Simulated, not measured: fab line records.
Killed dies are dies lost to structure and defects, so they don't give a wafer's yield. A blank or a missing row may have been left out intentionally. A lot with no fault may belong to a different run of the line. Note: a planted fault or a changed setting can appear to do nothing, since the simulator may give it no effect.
Struck lot and sound lot, side by side | flow n5_finfet | 16 steps out of a route of 1938
Sound: these wafers, L579.4, L579.5, L579.6. Struck: wafers L593.1, L593.2, L593.3. Last of all comes the cause.
For every step that has rows: the tool of each side, followed by ch and its chambers, followed by its first start. Under that, the readings that differ: sound wafers | struck wafers | difference of the means | sigmas: that difference in standard deviations of wafers without a fault.
alike: same words and numbers on both sides, and readings whose means sit less than 2 such deviations apart. not compared: any withheld reading, any reading some wafer has no value for, any bound like >300 that may hide the same value, and any number with overlapping values for which the record gives no deviation.
The two part at a step that has a row with sigmas, a row that says differs or no value, or rows on one side only. Numbers that have no deviation but don't overlap get no sigmas and don't part them. Lack of a reading on every wafer of one side parts them only where that side has two or more wafers.

first, 6 steps without rows for these wafers: N5_BEOL_M1_COAT_22 (resist thk 30 nm); N5_BEOL_M1_EBR_24; N5_BEOL_M1_SOFTBAKE_23 (time 60 s); N5_BEOL_M1_EXPOSE_25 (exposes mask V0, defocus 5 nm, target cd 24 nm); N5_BEOL_M1_PEB_26 (peb time 60 s); N5_BEOL_M1_DEVELOP_27 (develop time 30 s).
N5_BEOL_M1_CD_MEAS_28: target cd y 23.3 nm.
  sound on cd_sem-01 ch 0, day 6 11:04; struck on cd_sem-02 ch 0, day 10 02:36
  alike: cd_nm
N5_BEOL_M1_OVL_MEAS_29:
  sound on overlay-01 ch 0, day 6 11:07; struck on overlay-01 ch 0, day 10 02:38
  alike: V0_OVL
N5_BEOL_M1_INSPECT_30: inspects for defects (brightfield).
  sound on defect_inspect-02, day 6 11:09; struck on defect_inspect-01, day 10 02:41
  alike: raw_defect_count
N5_BEOL_M1_DESCUM_33: chemistry O2, time 7 s.
  sound on rie_diel-05 ch 1,2,3, day 6 11:12; struck on rie_diel-05 ch 0,1,2, day 10 02:43
  reading                | sound | struck      | difference                   | sigmas
  rf_hours_counter_h (h) | - - - | 166 214 201 | no value on the sound wafers |
  alike: drypump_motor_current_A, oes_product_au, rf_vpp_V, showerhead_plenum_p_Torr, throttle_valve_pct
N5_BEOL_M1_ETCH_77: etches underlayer in N2/H2, target depth 6.5 nm, time 5.2 s.
  sound on rie_diel-05 ch 1,2,3, day 6 11:14; struck on rie_diel-05 ch 0,1,2, day 10 02:46
  reading                | sound | struck      | difference                   | sigmas
  rf_hours_counter_h (h) | - - - | 166 214 202 | no value on the sound wafers |
  alike: drypump_motor_current_A, etch_rf_on_time_s, oes_product_au, rf_vpp_V, showerhead_plenum_p_Torr, throttle_valve_pct
N5_BEOL_M1_ETCH_69: etches SiARC in CF4, target depth 15.6 nm, time 26 s.
  sound on rie_diel-05 ch 1,2,3, day 6 11:16; struck on rie_diel-05 ch 0,1,2, day 10 02:46
  reading                | sound | struck      | difference                   | sigmas
  rf_hours_counter_h (h) | - - - | 166 214 202 | no value on the sound wafers |
  alike: drypump_motor_current_A, etch_rf_on_time_s, oes_product_au, rf_vpp_V, showerhead_plenum_p_Torr, throttle_valve_pct
N5_BEOL_M1_ALD_98: deposits SiO2, target thk 2.5 nm, pulse time 1 s, co reactant pulse time 1 s.
  sound on ald_sin-03 ch 0,1,3, day 6 11:19; struck on ald_sin-02 ch 1,2,3, day 10 02:52
  reading              | sound              | struck            | difference | sigmas
  susceptor_temp_C (C) | 99.85 100.13 99.94 | 97.69 97.64 97.72 | -2.29      | -18
  alike: heater_power_w, precursor_pulse_height_rel
N5_BEOL_M1_ETCHBACK_99: etches SiO2 in CHF3, target depth 5 nm, time 10.4 s.
  sound on rie_diel-03 ch 0,2,3, day 6 12:06; struck on rie_diel-06 ch 0,1,3, day 10 04:10
  reading                | sound | struck      | difference                   | sigmas
  rf_hours_counter_h (h) | - - - | 214 209 216 | no value on the sound wafers |
  alike: drypump_motor_current_A, oes_product_au, rf_vpp_V, showerhead_plenum_p_Torr, throttle_valve_pct
-- the record jumps here: 2 days lie between the struck wafers' starts before and after (it left off in module BEOL_M1 and takes up again in module BEOL_M4, whose first step shown is number 1111 of the route) --
N5_BEOL_M4_RC_MEAS_101:
  sound on prober-02 ch 0, day 8 01:40; struck on prober-02 ch 0, day 12 07:58
  alike: DIBL_N, DIBL_P, IOFF_N, IOFF_P, ION_N, ION_P, SS_N, SS_P, VT_N, VT_P
N5_PASSIVATION_PROBE_49:
  the record has rows for the sound wafers here (prober-01, day 12 17:35) and none for the struck ones

== WHERE THEY PART ==
Earliest at N5_BEOL_M1_DESCUM_33; latest, in this record, at N5_PASSIVATION_PROBE_49.

WHY: whatever the simulator had introduced
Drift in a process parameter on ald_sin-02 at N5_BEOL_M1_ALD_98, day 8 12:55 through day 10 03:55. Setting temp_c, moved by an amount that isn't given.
